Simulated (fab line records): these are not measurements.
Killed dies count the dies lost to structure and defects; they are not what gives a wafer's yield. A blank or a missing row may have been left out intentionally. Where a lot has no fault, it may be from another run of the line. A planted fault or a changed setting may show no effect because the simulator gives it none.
Matching of chambers || flow nand_harc || NHARC_A_CONTACT_DESCUM_74 on rie_diel-03: 4 sister chambers
The step chemistry O2, time 3 s. 8 wafers are shown with their chamber, then 12 later ones without.

== WAFERS WITH THEIR CHAMBER ==
{"wafer": "L089.2", "chamber": 3, "drypump_motor_current_A (A)": 5.67, "showerhead_plenum_p_Torr (Torr)": 1.97}
{"wafer": "L089.5", "chamber": 2, "drypump_motor_current_A (A)": 5.14, "showerhead_plenum_p_Torr (Torr)": 2.00}
{"wafer": "L088.2", "chamber": 2, "drypump_motor_current_A (A)": 5.15, "showerhead_plenum_p_Torr (Torr)": 2.00}
{"wafer": "L088.3", "chamber": 0, "drypump_motor_current_A (A)": 5.61, "showerhead_plenum_p_Torr (Torr)": 1.99}
{"wafer": "L088.5", "chamber": 1, "drypump_motor_current_A (A)": 5.32, "showerhead_plenum_p_Torr (Torr)": 2.08}
{"wafer": "L092.1", "chamber": 3, "drypump_motor_current_A (A)": 5.65, "showerhead_plenum_p_Torr (Torr)": 1.96}
{"wafer": "L092.2", "chamber": 1, "drypump_motor_current_A (A)": 5.29, "showerhead_plenum_p_Torr (Torr)": 2.07}
{"wafer": "L092.4", "chamber": 0, "drypump_motor_current_A (A)": 5.66, "showerhead_plenum_p_Torr (Torr)": 1.99}

== WAFERS WITHOUT THEIR CHAMBER ==
{"wafer": "L090.2", "drypump_motor_current_A (A)": 5.67, "showerhead_plenum_p_Torr (Torr)": 1.96}
{"wafer": "L090.5", "drypump_motor_current_A (A)": 5.28, "showerhead_plenum_p_Torr (Torr)": 2.07}
{"wafer": "L090.6", "drypump_motor_current_A (A)": 5.63, "showerhead_plenum_p_Torr (Torr)": 1.99}
{"wafer": "L091.2", "drypump_motor_current_A (A)": 5.29, "showerhead_plenum_p_Torr (Torr)": 2.07}
{"wafer": "L091.4", "drypump_motor_current_A (A)": 5.15, "showerhead_plenum_p_Torr (Torr)": 2.00}
{"wafer": "L091.6", "drypump_motor_current_A (A)": 5.30, "showerhead_plenum_p_Torr (Torr)": 2.07}
{"wafer": "L093.2", "drypump_motor_current_A (A)": 5.33, "showerhead_plenum_p_Torr (Torr)": 2.07}
{"wafer": "L093.3", "drypump_motor_current_A (A)": 5.65, "showerhead_plenum_p_Torr (Torr)": 1.96}
{"wafer": "L093.5", "drypump_motor_current_A (A)": 5.68, "showerhead_plenum_p_Torr (Torr)": 1.96}
{"wafer": "L093.1", "drypump_motor_current_A (A)": 5.65, "showerhead_plenum_p_Torr (Torr)": 1.99}
{"wafer": "L093.4", "drypump_motor_current_A (A)": 5.14, "showerhead_plenum_p_Torr (Torr)": 2.00}
{"wafer": "L093.6", "drypump_motor_current_A (A)": 5.68, "showerhead_plenum_p_Torr (Torr)": 1.99}

== THE CHAMBER EACH PASSED THROUGH ==
{"wafer": "L090.2", "from the rows above": 3, "in truth": 3}
{"wafer": "L090.5", "from the rows above": 1, "in truth": 1}
{"wafer": "L090.6", "from the rows above": 0, "in truth": 0}
{"wafer": "L091.2", "from the rows above": 1, "in truth": 1}
{"wafer": "L091.4", "from the rows above": 2, "in truth": 2}
{"wafer": "L091.6", "from the rows above": 1, "in truth": 1}
{"wafer": "L093.2", "from the rows above": 1, "in truth": 1}
{"wafer": "L093.3", "from the rows above": 3, "in truth": 3}
{"wafer": "L093.5", "from the rows above": 3, "in truth": 3}
{"wafer": "L093.1", "from the rows above": 0, "in truth": 0}
{"wafer": "L093.4", "from the rows above": 2, "in truth": 2}
{"wafer": "L093.6", "from the rows above": 0, "in truth": 0}
Placed correctly: 12 of 12. Left unplaced by these rows: 0. Wrongly placed: 0.
How it was worked out, from the rows above alone: a wafer's distance from a chamber is the root of the sum, over the readings, of the square of ((its reading less the chamber's mean) divided by the reading's scatter). The wafer belongs to the nearest chamber; if the next one is less than 2 further off, it can't be placed. The mean given for a chamber averages the wafers shown for that chamber. The scatter: the root of (the sum of the squares of (reading less its chamber's mean) over the shown wafers, divided by (wafers less chambers)).
